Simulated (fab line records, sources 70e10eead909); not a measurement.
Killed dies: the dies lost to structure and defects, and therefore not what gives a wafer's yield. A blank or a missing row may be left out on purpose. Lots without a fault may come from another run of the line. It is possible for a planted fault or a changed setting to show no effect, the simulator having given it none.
Chamber matching / flow nand-harc / NHARC_A_STAIRCASE_TRIM_12 on rie-diel-07: 4 sister chambers
The step chemistry O2, time 211.2 s. 16 wafers are shown with their chamber, then 8 later ones without.

WAFERS PAIRED WITH THEIR CHAMBERS
wafer=L714.1; chamber=2; drypump-motor-current-A (A)=6.3; showerhead-plenum-p-Torr (Torr)=3.81; oes-product-au (a.u.)=0.998
wafer=L714.2; chamber=0; drypump-motor-current-A (A)=5.3; showerhead-plenum-p-Torr (Torr)=3.72; oes-product-au (a.u.)=0.988
wafer=L714.6; chamber=3; drypump-motor-current-A (A)=5.7; showerhead-plenum-p-Torr (Torr)=3.61; oes-product-au (a.u.)=1.017
wafer=L713.1; chamber=0; drypump-motor-current-A (A)=5.3; showerhead-plenum-p-Torr (Torr)=3.72; oes-product-au (a.u.)=0.992
wafer=L713.3; chamber=1; drypump-motor-current-A (A)=5.8; showerhead-plenum-p-Torr (Torr)=3.57; oes-product-au (a.u.)=0.982
wafer=L713.6; chamber=2; drypump-motor-current-A (A)=6.3; showerhead-plenum-p-Torr (Torr)=3.81; oes-product-au (a.u.)=0.990
wafer=L715.2; chamber=3; drypump-motor-current-A (A)=5.8; showerhead-plenum-p-Torr (Torr)=3.60; oes-product-au (a.u.)=1.009
wafer=L715.4; chamber=0; drypump-motor-current-A (A)=5.3; showerhead-plenum-p-Torr (Torr)=3.72; oes-product-au (a.u.)=0.992
wafer=L715.5; chamber=3; drypump-motor-current-A (A)=5.8; showerhead-plenum-p-Torr (Torr)=3.60; oes-product-au (a.u.)=1.013
wafer=L727.2; chamber=2; drypump-motor-current-A (A)=6.3; showerhead-plenum-p-Torr (Torr)=3.79; oes-product-au (a.u.)=0.979
wafer=L727.5; chamber=2; drypump-motor-current-A (A)=6.3; showerhead-plenum-p-Torr (Torr)=3.79; oes-product-au (a.u.)=0.979
wafer=L727.6; chamber=3; drypump-motor-current-A (A)=5.7; showerhead-plenum-p-Torr (Torr)=3.59; oes-product-au (a.u.)=1.017
wafer=L726.1; chamber=0; drypump-motor-current-A (A)=5.3; showerhead-plenum-p-Torr (Torr)=3.70; oes-product-au (a.u.)=1.004
wafer=L726.3; chamber=3; drypump-motor-current-A (A)=5.7; showerhead-plenum-p-Torr (Torr)=3.59; oes-product-au (a.u.)=1.022
wafer=L726.6; chamber=0; drypump-motor-current-A (A)=5.3; showerhead-plenum-p-Torr (Torr)=3.70; oes-product-au (a.u.)=1.018
wafer=L728.2; chamber=2; drypump-motor-current-A (A)=6.3; showerhead-plenum-p-Torr (Torr)=3.79; oes-product-au (a.u.)=0.997

SIGNATURES (averages over the wafers above)
reading=drypump-motor-current-A; chamber 0=5.300; chamber 1=5.800; chamber 2=6.300; chamber 3=5.740; scatter within a chamber=0.0316
reading=showerhead-plenum-p-Torr; chamber 0=3.7120; chamber 1=3.5700; chamber 2=3.7980; chamber 3=3.5980; scatter within a chamber=0.0102
reading=oes-product-au; chamber 0=0.99880; chamber 1=0.98200; chamber 2=0.98860; chamber 3=1.01560; scatter within a chamber=0.00933
Rule: distance of a wafer from a chamber = root of the sum over the readings of ((wafer's reading minus chamber's mean) / reading's scatter) squared. If the next closest chamber is less than 2 further off than the closest, the wafer can't be placed; otherwise it belongs to the closest. The scatter: the root of (the sum of the squares of (reading less its chamber's mean) over the shown wafers, divided by (wafers less chambers)).

WAFERS WITHOUT THEIR CHAMBER
wafer=L728.4; drypump-motor-current-A (A)=5.3; showerhead-plenum-p-Torr (Torr)=3.70; oes-product-au (a.u.)=1.002
wafer=L728.5; drypump-motor-current-A (A)=5.9; showerhead-plenum-p-Torr (Torr)=3.56; oes-product-au (a.u.)=0.996
wafer=L731.1; drypump-motor-current-A (A)=5.8; showerhead-plenum-p-Torr (Torr)=3.55; oes-product-au (a.u.)=0.992
wafer=L731.2; drypump-motor-current-A (A)=6.3; showerhead-plenum-p-Torr (Torr)=3.78; oes-product-au (a.u.)=1.000
wafer=L731.6; drypump-motor-current-A (A)=5.8; showerhead-plenum-p-Torr (Torr)=3.55; oes-product-au (a.u.)=0.992
wafer=L732.2; drypump-motor-current-A (A)=5.8; showerhead-plenum-p-Torr (Torr)=3.58; oes-product-au (a.u.)=1.013
wafer=L732.5; drypump-motor-current-A (A)=6.3; showerhead-plenum-p-Torr (Torr)=3.78; oes-product-au (a.u.)=0.980
wafer=L732.6; drypump-motor-current-A (A)=5.9; showerhead-plenum-p-Torr (Torr)=3.55; oes-product-au (a.u.)=0.996

WHICH CHAMBER EACH ONE RAN IN
wafer=L728.4; from the rows above=0; in truth=0
wafer=L728.5; from the rows above=1; in truth=1
wafer=L731.1; from the rows above=1; in truth=1
wafer=L731.2; from the rows above=2; in truth=2
wafer=L731.6; from the rows above=1; in truth=1
wafer=L732.2; from the rows above=can't be placed: 3 or 1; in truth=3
wafer=L732.5; from the rows above=2; in truth=2
wafer=L732.6; from the rows above=1; in truth=1
Correct placement for 7 of the 8. Not placeable from these rows: 1 (in 1, the candidates include the true chamber). Number placed wrongly: 0.
